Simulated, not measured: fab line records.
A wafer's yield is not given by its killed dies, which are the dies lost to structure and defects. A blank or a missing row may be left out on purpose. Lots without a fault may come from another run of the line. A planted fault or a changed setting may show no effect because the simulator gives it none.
Split-lot study | flow n5Finfet | route with 1938 steps; 7 lots, 21 wafers read

== ON THE SPLIT ==
At N5_BEOL_M10_COAT_22 (resist thk 90 nm), the setting spinRpm was moved away from the recipe's 1500 rpm on 7 of the 21 wafers read, by -5.2% to +10.2%. For the rest of the wafers, this setting stayed at what the recipe calls for.

The split's own step is where the reading is taken.

== THE READING ==
CAR-ArF_of_BEOL_M10_COAT_22.thkNm (the simulator's own value, which no gauge read), in nm, at N5_BEOL_M10_COAT_22 (resist thk 90 nm). The file does not state a usual value for it. Here, 14 wafers ran the recipe; their average is 90.1 nm with a standard deviation of 0.26 nm.

wafer  | tool, chamber at the split | spinRpm as run, rpm | against the recipe | CAR-ArF_of_BEOL_M10_COAT_22.thkNm, nm | against lot-mates on the recipe
L075.1 | lithoTrack-04, 0           | 1500                | recipe             | 90.2                                  | -
L075.5 | lithoTrack-04, 0           | 1653                | +10.2%             | 86                                    | -4.2
L075.6 | lithoTrack-04, 0           | 1653                | +10.2%             | 85.8                                  | -4.4
L077.3 | lithoTrack-01, 0           | 1500                | recipe             | 90                                    | -
L077.5 | lithoTrack-01, 0           | 1500                | recipe             | 90                                    | -
L077.6 | lithoTrack-01, 0           | 1500                | recipe             | 90                                    | -
L080.1 | lithoTrack-04, 0           | 1500                | recipe             | 90.4                                  | -
L080.6 | lithoTrack-04, 0           | 1500                | recipe             | 90.4                                  | -
L080.5 | lithoTrack-04, 0           | 1500                | recipe             | 90.6                                  | -
L084.2 | lithoTrack-01, 0           | 1557                | +3.8%              | 88.2                                  | -1.6
L084.3 | lithoTrack-01, 0           | 1557                | +3.8%              | 88.4                                  | -1.4
L084.5 | lithoTrack-01, 0           | 1500                | recipe             | 89.8                                  | -
L085.1 | lithoTrack-05, 0           | 1500                | recipe             | 90                                    | -
L085.2 | lithoTrack-05, 0           | 1422                | -5.2%              | 92.6                                  | +2.4
L085.6 | lithoTrack-05, 0           | 1500                | recipe             | 90.4                                  | -
L089.3 | lithoTrack-05, 0           | 1434                | -4.4%              | 91.6                                  | +1.8
L089.5 | lithoTrack-05, 0           | 1500                | recipe             | 89.8                                  | -
L089.6 | lithoTrack-05, 0           | 1434                | -4.4%              | 92                                    | +2.2
L097.1 | lithoTrack-05, 0           | 1500                | recipe             | 89.8                                  | -
L097.2 | lithoTrack-05, 0           | 1500                | recipe             | 89.8                                  | -
L097.6 | lithoTrack-05, 0           | 1500                | recipe             | 90                                    | -

FIT RESULTS
A straight line over all 21 wafers: CAR-ArF_of_BEOL_M10_COAT_22.thkNm changes by -0.42 nm for each +1% of spinRpm; r = -0.99; the points scatter about the line by 0.26 nm.
The same after taking each lot's own level away (the mean of its wafers on the recipe; 21 wafers): -0.429 nm for each +1%; r = -1.00; scatter 0.13 nm.
On that fit, the largest move of spinRpm shifts the reading by 4.4 nm.
Across the lots, their own levels run from 89.80 to 90.47 nm, a range of 2.6 times the standard deviation given above.
The two slopes are in agreement: the lot-to-lot level therefore moves the slope only a little.
Check: with one of the wafers moved furthest among these (+10.2%) left out of the fit, the line predicts -4.41 nm for it against its lot-mates. It came out at -4.2 nm against them.

== THESE WAFERS: OTHER SPLITS ==
Before the reading, these wafers also passed through other splits. Each is held against what the fit with the lots' levels taken away leaves over:
other split on the same wafers | wafers away from the commonest value | r with CAR-ArF_of_BEOL_M10_COAT_22.thkNm (lot level and that fit taken away)
N5_BEOL_M5_COAT_22 spinRpm     | 6                                    | +0.22
N5_BEOL_M7_COAT_71 spinRpm     | 4                                    | -0.10
N5_BEOL_M7_COAT_22 spinRpm     | 7                                    | -0.25
N5_BEOL_M8_EXPOSE_25 doseMj    | 7                                    | +0.19
N5_BEOL_M8_DESCUM_33 timeS     | 8                                    | +0.26
N5_BEOL_M9_ETCH_62 timeS       | 7                                    | +0.02
N5_BEOL_M9_COAT_22 spinRpm     | 8                                    | +0.21

== THE FILE'S OWN FIT ==
CAR-ArF_of_BEOL_M10_COAT_22.thkNm changes by -0.43 nm for each +1% of spinRpm, r = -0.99.
